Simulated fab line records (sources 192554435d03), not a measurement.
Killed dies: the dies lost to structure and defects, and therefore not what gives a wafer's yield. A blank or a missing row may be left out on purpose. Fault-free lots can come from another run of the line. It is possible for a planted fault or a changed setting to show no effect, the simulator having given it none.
Matching of chambers | flow n5_finfet | 4 sister chambers for N5_BEOL_M1_ETCH_64 on rie_diel-06
The step etches SOC in N2/H2, target depth 75 nm, overetch 15 nm, time 112.5 s. 18 wafers are shown with their chamber, then 9 later ones without.

WAFERS PAIRED WITH THEIR CHAMBERS
wafer  | chamber | drypump_motor_current_A (A) | showerhead_plenum_p_Torr (Torr) | throttle_valve_pct (%)
L074.1 | 1       | 5.8                         | 2.46                            | 17.62
L074.2 | 3       | 5.6                         | 2.64                            | 17.90
L074.6 | 3       | 5.6                         | 2.64                            | 17.93
L077.2 | 1       | 5.8                         | 2.46                            | 17.63
L077.3 | 3       | 5.6                         | 2.64                            | 17.93
L077.5 | 0       | 6.4                         | 2.59                            | 17.58
L081.4 | 2       | 6.7                         | 2.41                            | 18.00
L081.5 | 2       | 6.7                         | 2.41                            | 18.00
L081.6 | 3       | 5.6                         | 2.64                            | 17.95
L085.1 | 3       | 5.6                         | 2.63                            | 17.96
L085.2 | 2       | 6.7                         | 2.41                            | 18.02
L085.6 | 2       | 6.7                         | 2.41                            | 18.01
L090.1 | 3       | 5.6                         | 2.63                            | 17.97
L090.2 | 1       | 5.8                         | 2.45                            | 17.66
L090.4 | 0       | 6.4                         | 2.58                            | 17.61
L092.1 | 1       | 5.8                         | 2.45                            | 17.68
L092.2 | 3       | 5.6                         | 2.63                            | 17.97
L092.3 | 0       | 6.5                         | 2.58                            | 17.63

SIGNATURES (averages over the wafers above)
reading                  | chamber 0 | chamber 1 | chamber 2 | chamber 3 | scatter within a chamber
drypump_motor_current_A  | 6.433     | 5.800     | 6.700     | 5.600     | 0.0218
showerhead_plenum_p_Torr | 2.5833    | 2.4550    | 2.4100    | 2.6357    | 0.00491
throttle_valve_pct       | 17.6067   | 17.6475   | 18.0075   | 17.9443   | 0.0236
Rule: distance of a wafer from a chamber = root of the sum over the readings of ((wafer's reading minus chamber's mean) / reading's scatter) squared. If the next closest chamber is less than 2 further off than the closest, the wafer can't be placed; otherwise it belongs to the closest. How the scatter is found: for the shown wafers, subtract from each reading the mean of its chamber, square and add these, divide the total by (wafers less chambers), then take the root.

WAFERS WITH NO CHAMBER GIVEN
wafer  | drypump_motor_current_A (A) | showerhead_plenum_p_Torr (Torr) | throttle_valve_pct (%)
L093.1 | 5.6                         | 2.63                            | 17.97
L093.2 | 6.7                         | 2.40                            | 18.02
L093.4 | 5.8                         | 2.45                            | 17.68
L096.2 | 5.8                         | 2.45                            | 17.68
L096.3 | 6.5                         | 2.58                            | 17.64
L096.5 | 5.6                         | 2.63                            | 17.99
L097.2 | 5.6                         | 2.63                            | 17.99
L097.4 | 6.7                         | 2.40                            | 18.04
L097.6 | 5.6                         | 2.63                            | 17.99

WHICH CHAMBER EACH WENT THROUGH
wafer  | from the rows above | in truth
L093.1 | 3                   | 3
L093.2 | 2                   | 2
L093.4 | 1                   | 1
L096.2 | 1                   | 1
L096.3 | 0                   | 0
L096.5 | 3                   | 3
L097.2 | 3                   | 3
L097.4 | 2                   | 2
L097.6 | 3                   | 3
Placed correctly: 9 of 9. Left unplaced by these rows: 0. 0 placed wrongly.
